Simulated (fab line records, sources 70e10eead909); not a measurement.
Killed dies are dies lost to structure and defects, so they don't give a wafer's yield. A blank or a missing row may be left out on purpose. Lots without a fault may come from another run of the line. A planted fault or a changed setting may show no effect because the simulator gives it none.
Chamber matching | flow nand_harc | NHARC_A_M0_DESCUM_14 on rie_diel-04: 4 sister chambers
The step chemistry O2, time 3 s. 22 wafers are shown with their chamber, then 11 later ones without.

WAFERS WITH THEIR CHAMBER
wafer  | chamber | showerhead_plenum_p_Torr (Torr) | oes_product_au (a.u.) | o2_flow_sccm (sccm)
L074.1 | 1       | 1.90                            | 0.981                 | 200.1
L074.4 | 3       | 1.95                            | 0.999                 | 200.1
L074.5 | 1       | 1.90                            | 0.981                 | 200.1
L077.1 | 3       | 1.95                            | 0.998                 | 199.9
L077.4 | 2       | 1.87                            | 0.981                 | 199.4
L077.5 | 2       | 1.87                            | 0.987                 | 200.2
L076.1 | 2       | 1.87                            | 0.979                 | 199.9
L076.2 | 3       | 1.95                            | 0.998                 | 200.5
L076.6 | 0       | 1.90                            | 1.019                 | 199.2
L079.1 | 2       | 1.87                            | 0.990                 | 199.5
L079.2 | 3       | 1.95                            | 0.996                 | 199.8
L079.5 | 2       | 1.87                            | 0.994                 | 200.8
L082.2 | 1       | 1.90                            | 0.975                 | 200.1
L082.5 | 2       | 1.87                            | 0.979                 | 199.6
L082.6 | 1       | 1.90                            | 0.980                 | 199.6
L084.1 | 1       | 1.90                            | 0.983                 | 200.0
L084.2 | 3       | 1.95                            | 1.001                 | 200.5
L084.4 | 2       | 1.87                            | 0.997                 | 200.6
L090.1 | 1       | 1.90                            | 0.987                 | 199.4
L090.3 | 3       | 1.95                            | 0.976                 | 199.9
L090.4 | 1       | 1.89                            | 0.986                 | 198.9
L089.2 | 3       | 1.95                            | 0.975                 | 200.5

SIGNATURES (means of the wafers above)
reading                  | chamber 0 | chamber 1 | chamber 2 | chamber 3 | scatter within a chamber
showerhead_plenum_p_Torr | 1.9000    | 1.8986    | 1.8700    | 1.9500    | 0.00218
oes_product_au           | 1.01900   | 0.98186   | 0.98671   | 0.99186   | 0.0081
o2_flow_sccm             | 199.200   | 199.743   | 200.000   | 200.171   | 0.455
Rule: a wafer's distance from a chamber is the root of the sum, over the readings, of the square of ((its reading less the chamber's mean) divided by the reading's scatter). The wafer belongs to the nearest chamber; if the next one is less than 2 further off, it can't be placed. The scatter: the root of (the sum of the squares of (reading less its chamber's mean) over the shown wafers, divided by (wafers less chambers)).

WAFERS WITHOUT THEIR CHAMBER
wafer  | showerhead_plenum_p_Torr (Torr) | oes_product_au (a.u.) | o2_flow_sccm (sccm)
L089.3 | 1.90                            | 1.001                 | 199.4
L089.5 | 1.89                            | 0.977                 | 200.1
L091.2 | 1.89                            | 0.985                 | 199.6
L091.4 | 1.87                            | 0.987                 | 199.9
L091.5 | 1.95                            | 0.965                 | 200.2
L096.3 | 1.94                            | 0.981                 | 200.7
L096.4 | 1.90                            | 1.001                 | 200.4
L096.6 | 1.87                            | 0.982                 | 200.6
L097.2 | 1.90                            | 1.010                 | 199.7
L097.4 | 1.89                            | 0.991                 | 201.0
L097.5 | 1.90                            | 1.002                 | 200.5

WHICH CHAMBER EACH WENT THROUGH
wafer  | from the rows above     | in truth
L089.3 | can't be placed: 0 or 1 | 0
L089.5 | 1                       | 1
L091.2 | 1                       | 1
L091.4 | 2                       | 2
L091.5 | 3                       | 3
L096.3 | 3                       | 3
L096.4 | can't be placed: 1 or 0 | 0
L096.6 | 2                       | 2
L097.2 | can't be placed: 0 or 1 | 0
L097.4 | 1                       | 1
L097.5 | can't be placed: 1 or 0 | 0
Placed correctly: 7 of 11. Can't be placed from these rows: 4 (the true chamber is among the candidates in 4). Placed wrongly: 0.
